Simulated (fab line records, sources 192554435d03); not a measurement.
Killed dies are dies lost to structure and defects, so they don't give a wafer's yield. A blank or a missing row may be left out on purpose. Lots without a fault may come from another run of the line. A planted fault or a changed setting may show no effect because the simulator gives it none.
Which tool did it? | flow n5_finfet | 23 lots, 69 wafers sampled, at 1 step of a route of 1938

WHAT THE GAUGES READ, wafer by wafer
N5_BEOL_M13_INSPECT_12: inspects for defects (macro). Usual: raw_defect_count 2.3, standard deviation 1.5.
lot  | measured     | on                | raw_defect_count | flag
L074 | day 10 20:20 | defect_inspect-02 | 1 2 0            |
L075 | day 11 12:41 | defect_inspect-02 | 1 3 2            |
L076 | day 11 13:52 | defect_inspect-02 | 5 3 0            |
L077 | day 11 15:46 | defect_inspect-02 | 1 4 4            |
L078 | day 11 17:38 | defect_inspect-02 | 0 1 4            |
L079 | day 11 23:20 | defect_inspect-01 | 1 0 2            |
L080 | day 12 14:58 | defect_inspect-02 | 3 1 7            |
L083 | day 12 20:29 | defect_inspect-01 | 4 4 3            |
L082 | day 13 01:44 | defect_inspect-01 | 1 3 1            |
L081 | day 13 01:53 | defect_inspect-02 | 1 2 1            |
L086 | day 13 12:58 | defect_inspect-02 | 1 3 2            |
L084 | day 13 18:51 | defect_inspect-02 | 2 1 1            |
L085 | day 14 01:02 | defect_inspect-02 | 4 4 6            |
L087 | day 14 01:17 | defect_inspect-02 | 1 1 3            |
L088 | day 14 04:39 | defect_inspect-01 | 3 3 1            |
L089 | day 15 10:05 | defect_inspect-02 | 6 1 1            |
L090 | day 15 11:08 | defect_inspect-02 | 0 2 2            |
L092 | day 15 15:44 | defect_inspect-02 | 1 3 2            |
L091 | day 15 16:37 | defect_inspect-01 | 3 3 2            |
L093 | day 16 08:02 | defect_inspect-02 | 3 2 1            |
L095 | day 16 17:43 | defect_inspect-01 | 0 1 0            |
L097 | day 16 18:31 | defect_inspect-02 | 8 3 4            |
L096 | day 17 00:26 | defect_inspect-02 | 1 2 5            |

WHICH TOOL RAN EACH LOT (tool, then ch and the chambers of the sampled wafers, then the start)
The record holds no process step before these readings.

WHAT THE TOOLS THEMSELVES READ (means of the sampled wafers that have a number; where no wafer has one, the mark that the record gives instead)
The record holds no such reading with a usual standard deviation.

THE ANSWER, worked out from the rows above alone
Rule: a lot is off if the mean of its wafers that have a number lies more than 3 standard deviations from the usual mean. A lot without any number at a reading at which 4 lots or more have one is off too. The other lots that the step has rows for count as sound. The gauges are gone through in route order, then the tools' own readings, and for those a lot's mean is taken as printed above. The first step at which some lot is off is used, and at that step the reading that is off furthest; a lot without a number counts as furthest.
No lot is off at any reading shown: from this, nothing can be told.

WHAT THE SIMULATOR HAD PUT IN
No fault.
